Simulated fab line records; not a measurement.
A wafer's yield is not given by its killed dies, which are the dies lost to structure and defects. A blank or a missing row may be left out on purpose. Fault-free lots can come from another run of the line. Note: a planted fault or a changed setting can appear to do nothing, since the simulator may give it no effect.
The same fault as seen by 3 desks | flow nand-harc | what lay behind the numbers comes last; until then each desk has only its own

## THE DEFECT DESK
Per lot, the means of the sampled wafers with a number show what the inspections along the route counted. Marked OUT: a lot whose mean sits more than 4 standard deviations from the usual mean, which makes it out of limits; the brackets give that distance.
Columns: A = raw-defect-count at NHARC_A_M1_INSPECT_27, usual 419
lot  | first seen here | A
L988 | day 18 09:48    | 380
L990 | day 18 10:42    | 391
L989 | day 18 11:01    | 440
L991 | day 18 22:41    | 414
L993 | day 18 23:31    | 283
L992 | day 19 09:47    | 326
L994 | day 19 22:44    | 462
L999 | day 21 05:19    | 4633 (+46) OUT
L103 | day 21 19:55    | 3251 (+31) OUT
L105 | day 22 00:53    | 512
L108 | day 22 11:20    | 415
L110 | day 22 19:49    | 473
L111 | day 24 06:27    | 358
This desk finds L103, L999 out of limits, L999 being first, at day 21 05:19 (raw-defect-count at NHARC_A_M1_INSPECT_27). Within limits: L988, L990, L989, L991, L993, L992, L994, L105, L108, L110, L111.

## THE TOOL OWNER'S DESK: cmp-02
The tool's own readings at NHARC_A_M1_CMP_23 (polishes, t overpolish 20 s, target thk 154.34 nm): means of the sampled wafers that have a number, for each lot that ran on this tool. Marked OUT: a lot whose mean sits more than 4 standard deviations from the usual mean, which makes it out of limits; the brackets give that distance.
Columns: A = motor-current-A at NHARC_A_M1_CMP_23, usual 12.0 A; B = time-to-endpoint-s at NHARC_A_M1_CMP_23, usual 28.6 s
lot  | first seen here | A    | B
L988 | day 18 09:20    | 12.1 | 28.0
L991 | day 18 22:13    | 13.8 | 30.8
L999 | day 21 04:57    | 12.9 | 37.1
L103 | day 21 19:28    | 12.7 | 33.8
This desk's verdict: no lot among the 4 shows anything out of limits.

## AT THE METROLOGY DESK
What the gauges read, lot by lot, whatever tool the lot ran on: means of the sampled wafers that have a number. Marked OUT: a lot whose mean sits more than 4 standard deviations from the usual mean, which makes it out of limits; the brackets give that distance.
Columns: A = overlay-x-nm at NHARC_A_M1_OVL_MEAS_10, usual 0.0 nm; B = overlay-y-nm at NHARC_A_M1_OVL_MEAS_10, usual 0.0 nm
lot  | first seen here | A    | B
L988 | day 18 07:07    | 0.5  | 0.3
L990 | day 18 08:01    | -0.2 | -1.1
L989 | day 18 08:18    | 0.4  | 0.8
L991 | day 18 19:42    | 0.7  | -1.4
L993 | day 18 20:30    | 0.6  | -0.3
L992 | day 19 07:06    | 0.5  | 0.5
L994 | day 19 19:20    | -0.0 | 0.4
L999 | day 21 02:38    | 0.0  | -0.5
L103 | day 21 17:11    | 0.4  | 0.7
L105 | day 21 22:09    | -0.5 | 0.4
L108 | day 22 08:39    | 0.4  | -0.2
L110 | day 22 17:04    | 1.0  | 0.9
L111 | day 24 03:25    | -2.3 | -0.0
This desk's verdict: no lot among the 13 shows anything out of limits.

## ALL TOGETHER
The defect desk could have raised an alarm at day 21 05:19, on L103, L999.
Nothing out of limits was seen by the tool owner's desk.
Metrology desk: nothing out of limits seen.
On record at the tool owner's desk: L103, L999, within its limits.
The metrology desk holds a record of L103, L999, inside its limits.
Of the lots named, all ran NHARC_A_M1_CMP_23 on cmp-02.

## WHAT WAS PUT IN BY THE SIMULATOR
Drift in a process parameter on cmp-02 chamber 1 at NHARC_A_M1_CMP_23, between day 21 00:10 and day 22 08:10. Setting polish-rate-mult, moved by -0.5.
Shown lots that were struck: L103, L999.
Hours from the fault's start to each desk's first reading out of limits: the defect desk, 5.
